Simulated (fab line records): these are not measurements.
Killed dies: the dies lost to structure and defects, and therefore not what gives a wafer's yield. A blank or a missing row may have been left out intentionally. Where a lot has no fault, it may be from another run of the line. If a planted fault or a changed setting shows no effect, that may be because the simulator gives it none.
Struck lot and sound lot, side by side || flow n5Finfet || 23 steps out of a route of 1938
Sound: wafers L871.3, L871.5, L871.6. Struck: wafers L870.3, L870.4, L870.5. The cause is named last.
Each step with rows lists, per side, the tool, then ch with its chambers, then its first start. Under that, the readings that differ: sound wafers || struck wafers || difference of the means || sigmas: that difference in standard deviations of wafers without a fault.
alike: readings whose means differ by less than 2 such deviations, and words and numbers that are the same on both sides. not compared: withheld readings, readings that some wafer has no value for, bounds like >300 that may hide the same value, and numbers for which the record gives no deviation and whose values overlap.
A row with sigmas, a row that says differs or no value, or rows on one side alone: a step with any of these is where the two part. Numbers that have no deviation but don't overlap get no sigmas and don't part them. A reading missing from all wafers of one side parts the sides only when that side holds two or more wafers.

first, 8 steps without rows for these wafers: N5_BEOL_M10_ANNEAL_51 (time 90 s); N5_BEOL_M10_CMP_52 (polishes, stops on SiCOH lowk, t overpolish 7 s, target thk 140 nm); N5_BEOL_M10_PRE_CLEAN_55 (time 15 s); N5_BEOL_M10_DEP_56 (deposits SiCN from 3MS/NH3, target thk 15 nm, time 26.5 s); N5_BEOL_M11_ILD_DEP_00 (deposits SiCOH lowk from DEMS/porogen, target thk 308.51 nm, time 58 s); N5_BEOL_M11_CURE_71 (cures SiCOH lowk, time 240 s); N5_BEOL_M11_PECVD_70 (deposits SiO2 from TEOS/O2, target thk 20 nm, time 22.7 s); N5_BEOL_M11_HM_DEP_02 (deposits TiN, target thk 20 nm).
N5_BEOL_M11_COAT_59: time 60 s, resist thk 100 nm.
  sound on lithoTrack-05 ch 0, day 16 06:34; struck on lithoTrack-01 ch 0, day 16 01:31
{"reading": "spinSpeedRpm (rpm)", "sound": "1498.6 1501.5 1499.1", "struck": "1428.0 1426.9 1428.6", "difference": -71.9, "sigmas": -74}
{"reading": "model.SOC_of_BEOL_M11_COAT_59.thkNm (nm)", "sound": "99.8 99.8 99.6", "struck": "102.4 102.2 102.4", "difference": "+2.6", "sigmas": ""}
  alike: heaterPowerTotalW
then, 9 steps without rows for these wafers: N5_BEOL_M11_COAT_60 (time 60 s, resist thk 30 nm); N5_BEOL_M11_COAT_05 (resist thk 90 nm); N5_BEOL_M11_EBR_07; N5_BEOL_M11_SOFTBAKE_06 (time 60 s); N5_BEOL_M11_EXPOSE_08 (exposes mask M11); N5_BEOL_M11_PEB_09 (peb time 60 s); N5_BEOL_M11_DEVELOP_10 (develop time 30 s); N5_BEOL_M11_DESCUM_16 (chemistry O2, time 7.9 s); N5_BEOL_M11_ETCH_61 (etches SiARC in CF4, target depth 39 nm, time 65 s).
N5_BEOL_M11_ETCH_62: etches SOC in N2/H2, target depth 110 nm, overetch 22 nm, time 165 s.
  sound on rieDiel-06 ch 0,1,2, day 16 06:59; struck on rieDiel-05 ch 0,1, day 16 02:03
{"reading": "model.etch.depthNm (nm)", "sound": "99.79 99.81 99.52", "struck": "102.4 102.2 102.4", "difference": "+2.6", "sigmas": ""}
  alike: drypumpMotorCurrentA, oesProductAu, rfVppV, showerheadPlenumPTorr, throttleValvePct
  not compared: rfHoursCounterH
then, 2 steps without rows for these wafers: N5_BEOL_M11_STRIP_68 (strips in N2/H2); N5_BEOL_M11_STRIP_67 (strips in CF4).
N5_BEOL_M11_HM_OPEN_17: chemistry Cl2/BCl3, target TiN, target depth 20 nm, overetch 6 nm.
  sound on rieMetal-02 ch 0,1, day 16 07:13; struck on rieMetal-03 ch 0,1, day 16 02:16
{"reading": "model.SOC_of_BEOL_M11_COAT_59.thkNm (nm)", "sound": "91.8 91.8 91.8", "struck": "94.6 94.2 94.4", "difference": "+2.6", "sigmas": ""}
  alike: drypumpMotorCurrentA, oesProductAu, throttleValvePct
  not compared: rfHoursCounterH
then, 1 step without rows for these wafers: N5_BEOL_M11_STRIP_19 (strips in O2).

WHERE THEY PART
Within this record, at N5_BEOL_M11_COAT_59 only. Later steps at which nothing parts them and some readings are alike: N5_BEOL_M11_ETCH_62, N5_BEOL_M11_HM_OPEN_17.

WHY: the cause the simulator had injected
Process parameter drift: lithoTrack-01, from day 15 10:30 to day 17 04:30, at N5_BEOL_M11_COAT_59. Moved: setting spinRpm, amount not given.
